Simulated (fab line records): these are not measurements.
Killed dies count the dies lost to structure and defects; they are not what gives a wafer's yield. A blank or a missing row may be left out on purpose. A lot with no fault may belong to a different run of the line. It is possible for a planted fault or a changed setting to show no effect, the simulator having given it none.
Matching of chambers	flow n5 finfet	N5_BEOL_M2_ALD_84 on ald metal-04: 4 sister chambers
The step deposits TaN, pulse time 2 s, purge time 3 s, co reactant purge time 2 s. 8 wafers are shown with their chamber, then 12 later ones without.

## WAFERS, EACH WITH ITS CHAMBER
wafer	chamber	heater power w (W)	susceptor temp C (C)
L084.4	0	399	274.88
L086.3	1	440	275.10
L086.5	2	487	274.75
L085.1	1	450	275.35
L085.2	2	486	274.93
L093.1	3	496	274.91
L093.4	0	408	274.81
L093.6	3	490	274.85

## WAFERS WITH NO CHAMBER GIVEN
wafer	heater power w (W)	susceptor temp C (C)
L092.1	490	274.80
L092.3	510	275.14
L092.4	396	274.70
L094.2	480	275.40
L094.4	496	275.21
L094.5	446	275.15
L095.3	398	274.97
L095.5	484	275.01
L095.6	448	275.19
L096.1	451	274.78
L096.4	414	275.11
L096.5	453	274.77

## WHICH CHAMBER EACH ONE RAN IN
wafer	from the rows above	in truth
L092.1	can't be placed: 2 or 3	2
L092.3	can't be placed: 3 or 2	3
L092.4	0	0
L094.2	can't be placed: 2 or 3 or 1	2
L094.4	can't be placed: 3 or 2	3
L094.5	1	1
L095.3	0	0
L095.5	can't be placed: 2 or 3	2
L095.6	1	1
L096.1	1	1
L096.4	0	0
L096.5	1	1
Correct placement for 7 of the 12. These rows do not allow placing 5 (true chamber among the candidates in 5). 0 placed wrongly.
How it was worked out, from the rows above alone: a wafer's distance from a chamber is the root of the sum, over the readings, of the square of ((its reading less the chamber's mean) divided by the reading's scatter). The wafer belongs to the nearest chamber; if the next one is less than 2 further off, it can't be placed. For every chamber, the mean is computed from those of its wafers that are shown. The scatter: the root of (the sum of the squares of (reading less its chamber's mean) over the shown wafers, divided by (wafers less chambers)).
